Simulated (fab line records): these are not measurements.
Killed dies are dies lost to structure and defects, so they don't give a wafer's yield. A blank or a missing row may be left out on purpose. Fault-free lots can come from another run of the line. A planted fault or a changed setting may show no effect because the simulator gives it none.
Problem report, 8D (eight disciplines) form, completed by code ; flow n5 finfet ; the parts of the form that need people (team, actions taken, sign-off) are left out

1. THE PROBLEM
M12_ILD_THK at N5_BEOL_M12_THK_MEAS_01 reads a mean of 729 nm on 3 wafers of 3 lots; wafers without a fault read 656 nm with a standard deviation of 8.4. Measured from the usual mean, that is +8.7 standard deviations.
First seen on wafer L522.2, day 13 19:02, on film metro-02. The record holds 27 wafers of 11 lots with a number at this step. Rule for "out" (also "out of limits"): further than 4 standard deviations from the usual mean. Any other wafer with a number is counted as sound.

2. WHAT THIS IS AND IS NOT
question;is;is not
which readings at this step;M12_ILD_THK;-
which lots;L522, L523, L524;L512, L514, L517, L518, L519, L533, L534, L535
which wafers of those lots;L522.2, L523.2, L524.2;L522.4, L522.6, L523.6, L524.6
read on which gauges;film metro-01, film metro-02;-
when;from day 13 19:02;"up to then (15 sound wafers); but 9 sound wafers of L523, L524, L533, L534, L535 came after"

3. SUSPECTS, AND WHAT RULES EACH OUT
Counting: any tool at a process step up to the reading remains a suspect provided it ran every lot that is out. Sound lots after the first of them don't rule it out here, since some wafers of a struck lot are sound.
- the gauge at N5_BEOL_M12_THK_MEAS_01 has been ruled out. The wafers that are out were read on 2 gauges (film metro-01, film metro-02).
- pecvd-03 at N5_BEOL_M12_ILD_DEP_00 (deposits SiOC from DEMS/O2, target thk 658.92 nm, time 130.7 s): kept. It processed each lot that is out (first: L522, day 13 18:53); up to then, its last sound lot is L518 (day 12 09:49).
Remaining after the count: pecvd-03 at N5_BEOL_M12_ILD_DEP_00.

4. THE CAUSE (what the simulator had put in)
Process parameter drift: pecvd-03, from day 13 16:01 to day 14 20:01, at N5_BEOL_M12_ILD_DEP_00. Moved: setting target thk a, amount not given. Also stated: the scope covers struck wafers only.
Counting left only this tool.

5. THE EFFECT CHAIN, in route order
Rows list readings where the struck wafers' mean (over those with a number) sits beyond 3 standard deviations from the usual. Only readings whose record carries a usual standard deviation are examined. hours: median over the lots of the time between each lot's start at the first step of this table that gives one and its start at this step. sigmas: the change, counted in usual standard deviations.
hours;step;reading;usual;on struck wafers;change;sigmas
0;N5_BEOL_M12_THK_MEAS_01;M12_ILD_THK;656 nm;729;+73;+8.7
1;N5_BEOL_M12_STRIP_63;strip time to endpoint s;42.6 s;36.4;-6.2;-6.3
The process steps in it:
- N5_BEOL_M12_STRIP_63: strips in N2/H2.
Later steps that measure or inspect, where all struck wafers having a row at the step show a number for every such reading and not one has moved that far: N5_BEOL_M12_INSPECT_12.

6. HOW IT WOULD HAVE BEEN CAUGHT EARLIER
Counted from the fault's start at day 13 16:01, it took 3 hours until the first out-of-limits reading at a measuring or inspecting step in this record, taken at day 13 19:02.
No tool reading at N5_BEOL_M12_ILD_DEP_00 that has a usual standard deviation in the record was out on any struck wafer, so an alarm limit of 4 standard deviations on those readings would not have fired.
Among the 3 lots that are out, L523, L524 began N5_BEOL_M12_ILD_DEP_00 on pecvd-03 after day 13 19:02. A hold on the tool at that time would have spared those 2.
